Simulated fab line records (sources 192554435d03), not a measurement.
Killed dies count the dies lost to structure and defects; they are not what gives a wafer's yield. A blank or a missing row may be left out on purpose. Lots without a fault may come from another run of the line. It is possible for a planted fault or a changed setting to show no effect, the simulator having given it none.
What tool caused it?	flow n5-finfet	24 lots, 72 wafers sampled, at 6 steps of a route of 1938

WHAT EACH GAUGE READ, for each wafer
N5_BEOL_M15_INSPECT_30: inspects for defects (macro). Usual: 2.2 for raw-defect-count, sd 1.5.
lot	measured	on	raw-defect-count	flag
L074	day 13 05:08	defect-inspect-01	2 3 0	
L075	day 13 09:11	defect-inspect-01	2 2 1	
L076	day 13 11:32	defect-inspect-02	2 3 1	
L079	day 13 12:48	defect-inspect-02	1 0 2	
L082	day 13 23:36	defect-inspect-01	2 2 4	
L081	day 14 03:18	defect-inspect-01	1 0 3	
L077	day 14 00:30	defect-inspect-02	4 2 1	
L080	day 14 14:37	defect-inspect-02	2 3 2	
L078	day 14 18:37	defect-inspect-01	3 1 3	
L084	day 15 02:31	defect-inspect-01	0 0 3	
L083	day 15 08:13	defect-inspect-01	7 3 5	
L086	day 15 10:57	defect-inspect-02	2 1 3	
L085	day 15 12:17	defect-inspect-01	1 4 1	
L089	day 16 06:41	defect-inspect-01	1 2 4	
L088	day 16 07:41	defect-inspect-02	2 0 1	
L087	day 16 09:52	defect-inspect-01	2 5 2	
L090	day 16 17:28	defect-inspect-01	4 4 3	
L091	day 17 03:01	defect-inspect-02	3 1 0	
L092	day 17 03:21	defect-inspect-01	2 1 2	
L094	day 17 03:44	defect-inspect-02	1 2 4	
L093	day 17 06:00	defect-inspect-02	2 4 0	
L095	day 17 19:10	defect-inspect-02	0 2 3	
L096	day 18 05:43	defect-inspect-01	1 2 2	
L097	day 18 07:03	defect-inspect-02	3 2 2	

N5_BEOL_M15_RS_MEAS_54: uses a four-point probe to measure. Usual: M15_RS gives 0.0217 ohm/sq (standard deviation 0.00046).
lot	measured	on	M15_RS (ohm/sq)	flag
L074	day 13 13:08	film-metro-01	0.0213 0.0216 0.0216	
L075	day 13 15:17	film-metro-01	0.0218 0.0209 0.0217	
L076	day 13 15:34	film-metro-01	0.0215 0.0215 0.0214	
L079	day 13 18:18	film-metro-02	0.0222 0.0227 0.0229	
L082	day 14 05:32	film-metro-01	0.0224 0.0225 0.0218	
L081	day 14 07:52	film-metro-01	0.0213 0.0214 0.0226	
L077	day 14 07:17	film-metro-01	0.0212 0.0222 0.0220	
L080	day 14 17:47	film-metro-02	0.0219 0.0217 0.0216	
L078	day 15 05:54	film-metro-02	0.0216 0.0219 0.0213	
L084	day 15 06:26	film-metro-02	0.0221 0.0213 0.0210	
L083	day 15 13:15	film-metro-02	0.0211 0.0228 0.0221	
L086	day 15 16:03	film-metro-02	0.0211 0.0214 0.0219	
L085	day 15 16:20	film-metro-01	0.0220 0.0211 0.0213	
L089	day 16 11:32	film-metro-02	0.0228 0.0211 0.0226	
L088	day 16 12:18	film-metro-01	0.0214 0.0220 0.0213	
L087	day 16 14:50	film-metro-02	0.0216 0.0208 0.0212	
L090	day 16 21:05	film-metro-01	0.0214 0.0228 0.0217	
L091	day 17 09:38	film-metro-01	0.0213 0.0217 0.0219	
L092	day 17 09:17	film-metro-02	0.0212 0.0214 0.0211	
L094	day 17 09:37	film-metro-02	0.0216 0.0219 0.0214	
L093	day 17 12:55	film-metro-01	0.0217 0.0219 0.0219	
L095	day 17 22:55	film-metro-01	0.0209 0.0213 0.0221	
L096	day 18 12:54	film-metro-02	0.0216 0.0220 0.0220	
L097	day 18 13:18	film-metro-02	0.0217 0.0214 0.0220	

N5_MIM_BOT_LITHO_OVL_MEAS_11. Usual: MIM_BOT_OVL gives -1 nm (standard deviation 6).
lot	measured	on	MIM_BOT_OVL (nm)	flag
L074	day 13 18:32	overlay-02	1 2 8	
L075	day 13 21:33	overlay-01	-7 0 -3	
L076	day 13 21:46	overlay-02	-1 5 -3	
L079	day 13 23:25	overlay-02	1 0 6	
L082	day 14 09:21	overlay-02	0 2 2	
L081	day 14 13:03	overlay-01	-11 -4 -18	
L077	day 14 12:44	overlay-02	-10 -7 5	
L080	day 14 22:58	overlay-02	1 4 5	
L078	day 15 09:45	overlay-02	12 -1 3	
L084	day 15 09:47	overlay-01	10 1 10	
L083	day 15 16:43	overlay-01	-11 -10 -2	
L086	day 15 22:20	overlay-01	-10 7 -4	
L085	day 15 22:03	overlay-01	1 -2 -5	
L089	day 16 17:42	overlay-01	-2 -2 0	
L088	day 16 19:53	overlay-02	12 1 4	
L087	day 16 23:33	overlay-02	-3 9 0	
L090	day 17 01:25	overlay-02	4 5 10	
L091	day 17 16:20	overlay-02	-1 -8 -4	
L092	day 17 15:58	overlay-02	7 5 3	
L094	day 17 16:10	overlay-01	-4 -2 -4	
L093	day 17 19:25	overlay-01	-4 -3 -4	
L095	day 18 04:01	overlay-01	-3 -4 2	
L096	day 18 16:31	overlay-02	-5 -5 -7	
L097	day 18 18:34	overlay-02	4 -8 8	

WHICH TOOL RAN EACH LOT (tool, then ch and the chambers of the sampled wafers, then the start)
lot	N5_BEOL_M13_SPUTTER_43	N5_BEOL_M14_DESCUM_15	N5_BEOL_M15_DESCUM_15
L074	pvd-sputter-02, day 12 18:03	rie-diel-01 ch 0,1,2, day 12 19:58	rie-diel-05 ch 1,3, day 13 03:26
L075	pvd-sputter-01, day 12 18:39	rie-diel-03 ch 0,1,2, day 12 21:56	rie-diel-04 ch 1,3, day 13 07:38
L076	pvd-sputter-03, day 12 21:02	rie-diel-06 ch 0,3, day 12 22:52	rie-diel-05 ch 0,1, day 13 09:59
L079	pvd-sputter-03, day 12 21:31	rie-diel-06 ch 0,2,3, day 12 23:21	rie-diel-05 ch 1,2,3, day 13 11:13
L082	pvd-sputter-02, day 13 11:39	rie-diel-03 ch 1,2, day 13 13:37	rie-diel-02 ch 0,2,3, day 13 21:59
L081	pvd-sputter-02, day 13 12:15	rie-diel-03 ch 0,2,3, day 13 14:26	rie-diel-02 ch 2,3, day 14 01:45
L077	pvd-sputter-01, day 13 12:38	rie-diel-06 ch 1,2, day 13 15:08	rie-diel-04 ch 1,2, day 13 23:04
L080	pvd-sputter-03, day 13 22:45	rie-diel-06 ch 0,2, day 14 00:46	rie-diel-02 ch 0,1,2, day 14 13:04
L078	pvd-sputter-01, day 14 11:09	rie-diel-06 ch 1,2,3, day 14 12:59	rie-diel-04 ch 0,2,3, day 14 17:09
L084	pvd-sputter-02, day 14 17:19	rie-diel-03 ch 0,3, day 14 19:08	rie-diel-04 ch 0,3, day 15 01:05
L083	pvd-sputter-01, day 14 20:46	rie-diel-06 ch 0,1, day 14 22:35	rie-diel-02 ch 1,2, day 15 06:46
L086	pvd-sputter-03, day 15 01:12	rie-diel-06 ch 0,1,2, day 15 03:26	rie-diel-02 ch 0,3, day 15 09:31
L085	pvd-sputter-01, day 15 03:50	rie-diel-01 ch 0,3, day 15 05:58	rie-diel-05 ch 0,2,3, day 15 10:34
L089	pvd-sputter-03, day 15 20:22	rie-diel-03 ch 0,2, day 15 23:16	rie-diel-02 ch 0,2, day 16 05:08
L088	pvd-sputter-01, day 15 20:25	rie-diel-03 ch 0,1,3, day 15 23:37	rie-diel-02 ch 0,1,2, day 16 06:07
L087	pvd-sputter-03, day 15 22:58	rie-diel-03 ch 1,2,3, day 16 01:26	rie-diel-02 ch 0,3, day 16 08:26
L090	pvd-sputter-03, day 16 00:41	rie-diel-03 ch 2,3, day 16 03:22	rie-diel-02 ch 1,2,3, day 16 15:55
L091	pvd-sputter-01, day 16 13:01	rie-diel-06 ch 0,1,3, day 16 14:49	rie-diel-04 ch 2,3, day 17 01:25
L092	pvd-sputter-02, day 16 18:43	rie-diel-03 ch 0,2, day 16 21:05	rie-diel-05 ch 1,2, day 17 01:48
L094	pvd-sputter-03, day 16 19:04	rie-diel-01 ch 0,1,2, day 16 21:12	rie-diel-02 ch 1,2, day 17 02:07
L093	pvd-sputter-01, day 16 20:51	rie-diel-01 ch 1,3, day 16 22:51	rie-diel-05 ch 0,1, day 17 04:26
L095	pvd-sputter-02, day 17 10:35	rie-diel-01 ch 0,3, day 17 12:25	rie-diel-04 ch 1,2,3, day 17 17:21
L096	pvd-sputter-03, day 17 18:30	rie-diel-01 ch 0,1,3, day 17 20:19	rie-diel-02 ch 2,3, day 18 04:10
L097	pvd-sputter-03, day 17 22:14	rie-diel-06 ch 1,2,3, day 18 00:23	rie-diel-04 ch 1,2,3, day 18 05:37
- N5_BEOL_M13_SPUTTER_43: material TaN, target thk 15 nm, time 24.19 s.
- N5_BEOL_M14_DESCUM_15: chemistry O2, time 7.9 s.
- N5_BEOL_M15_DESCUM_15: chemistry O2, time 7.9 s.

WHAT THE TOOLS THEMSELVES READ (means of the sampled wafers that have a number; where no wafer has one, the mark that the record gives instead)
N5_BEOL_M13_SPUTTER_43. Usual: 30.1 % for throttle-valve-pct, sd 1.5.
lot	tool	throttle-valve-pct (%)	flag
L074	pvd-sputter-02	30.6	
L075	pvd-sputter-01	30.3	
L076	pvd-sputter-03	30.3	
L079	pvd-sputter-03	28.7	
L082	pvd-sputter-02	30.3	
L081	pvd-sputter-02	30.1	
L077	pvd-sputter-01	30.0	
L080	pvd-sputter-03	28.8	
L078	pvd-sputter-01	29.7	
L084	pvd-sputter-02	30.5	
L083	pvd-sputter-01	30.9	
L086	pvd-sputter-03	29.1	
L085	pvd-sputter-01	30.5	
L089	pvd-sputter-03	30.5	
L088	pvd-sputter-01	30.1	
L087	pvd-sputter-03	31.7	
L090	pvd-sputter-03	28.1	
L091	pvd-sputter-01	30.2	
L092	pvd-sputter-02	30.0	
L094	pvd-sputter-03	29.0	
L093	pvd-sputter-01	29.1	
L095	pvd-sputter-02	30.3	
L096	pvd-sputter-03	29.9	
L097	pvd-sputter-03	31.1	

N5_BEOL_M14_DESCUM_15. Usual: drypump-motor-current-A 5.7 A, standard deviation 0.42; oes-product-au 0.82 a.u., standard deviation 0.073; rf-vpp-V 242.9 V, standard deviation 1.3; showerhead-plenum-p-Torr 2.08 Torr, standard deviation 0.075; throttle-valve-pct 20.44 %, standard deviation 0.23.
lot	tool	drypump-motor-current-A (A)	oes-product-au (a.u.)	rf-vpp-V (V)	showerhead-plenum-p-Torr (Torr)	throttle-valve-pct (%)	flag
L074	rie-diel-01	5.6	0.88	242.0	2.05	20.52	
L075	rie-diel-03	5.6	0.83	243.7	2.12	20.35	
L076	rie-diel-06	5.8	0.82	241.7	2.02	20.22	
L079	rie-diel-06	5.6	0.85	243.4	2.06	20.42	
L082	rie-diel-03	5.8	0.87	244.4	2.18	20.28	
L081	rie-diel-03	5.6	0.78	243.2	2.11	20.55	
L077	rie-diel-06	5.5	0.93	243.3	2.07	20.40	
L080	rie-diel-06	5.5	0.77	242.9	2.02	20.26	
L078	rie-diel-06	5.6	0.88	242.6	2.07	20.51	
L084	rie-diel-03	5.6	0.72	242.0	2.06	20.62	
L083	rie-diel-06	5.7	0.80	242.0	2.00	20.14	
L086	rie-diel-06	5.5	0.83	242.8	2.04	20.34	
L085	rie-diel-01	5.3	0.85	242.5	2.03	20.42	
L089	rie-diel-03	5.4	0.73	241.9	2.05	20.46	
L088	rie-diel-03	5.6	0.74	242.7	2.07	20.45	
L087	rie-diel-03	5.8	0.81	244.4	2.16	20.50	
L090	rie-diel-03	5.8	0.78	243.8	2.15	20.70	
L091	rie-diel-06	5.8	0.82	242.4	2.03	20.34	
L092	rie-diel-03	5.6	0.89	244.9	2.23	20.39	
L094	rie-diel-01	5.7	0.83	242.8	2.04	20.58	
L093	rie-diel-01	6.2	0.81	242.0	2.03	20.33	
L095	rie-diel-01	5.2	0.82	241.7	2.03	20.43	
L096	rie-diel-01	5.8	0.82	242.0	2.03	20.39	
L097	rie-diel-06	5.6	0.83	242.3	2.06	20.55	

N5_BEOL_M15_DESCUM_15. Usual: drypump-motor-current-A 5.61 A, standard deviation 0.29; oes-product-au 0.80 a.u., standard deviation 0.091; rf-vpp-V 243.3 V, standard deviation 1.4; showerhead-plenum-p-Torr 2.09 Torr, standard deviation 0.075; throttle-valve-pct 20.35 %, standard deviation 0.24.
lot	tool	drypump-motor-current-A (A)	oes-product-au (a.u.)	rf-vpp-V (V)	showerhead-plenum-p-Torr (Torr)	throttle-valve-pct (%)	flag
L074	rie-diel-05	5.51	0.85	243.7	2.16	20.33	
L075	rie-diel-04	5.78	0.70	243.0	2.09	20.44	
L076	rie-diel-05	5.18	0.78	243.6	2.10	20.27	
L079	rie-diel-05	5.76	0.81	243.5	2.14	20.31	
L082	rie-diel-02	5.47	0.82	242.8	2.05	20.34	
L081	rie-diel-02	5.55	0.88	242.9	2.06	20.32	
L077	rie-diel-04	5.82	0.83	242.5	2.07	20.10	
L080	rie-diel-02	5.61	0.82	242.9	2.08	20.24	
L078	rie-diel-04	5.65	0.85	243.6	2.11	20.49	
L084	rie-diel-04	5.63	0.78	243.8	2.12	20.79	
L083	rie-diel-02	5.72	0.88	244.3	2.13	20.07	
L086	rie-diel-02	5.35	0.75	241.6	2.00	20.53	
L085	rie-diel-05	5.82	0.75	243.6	2.11	20.31	
L089	rie-diel-02	5.43	0.74	243.2	2.03	20.42	
L088	rie-diel-02	5.63	0.80	242.6	2.08	20.26	
L087	rie-diel-02	5.43	0.78	242.3	2.01	20.52	
L090	rie-diel-02	5.67	0.85	241.8	2.10	20.23	
L091	rie-diel-04	5.58	0.90	244.5	2.16	20.40	
L092	rie-diel-05	5.60	0.72	242.9	2.08	20.27	
L094	rie-diel-02	5.80	0.86	243.6	2.14	20.10	
L093	rie-diel-05	5.25	0.73	242.9	2.07	20.31	
L095	rie-diel-04	5.73	0.81	244.3	2.13	20.32	
L096	rie-diel-02	5.54	0.82	243.5	2.05	20.37	
L097	rie-diel-04	5.73	0.81	243.7	2.13	20.33	

THE ANSWER, worked out from the rows above alone
Rule: a lot counts as off when the mean over its wafers that have a number is more than 3 standard deviations away from the usual mean. Also off: a lot with no number at a reading for which 4 or more lots have one. Any other lot the step has rows for is counted as sound. Order of review: gauges by route order, followed by the tools' own readings, for which a lot's mean as printed above is used. The first step at which some lot is off is used, and at that step the reading that is off furthest; a lot without a number counts as furthest.
No lot is off on any of the readings shown, so nothing can be concluded from this.

WHAT THE SIMULATOR HAD INSERTED
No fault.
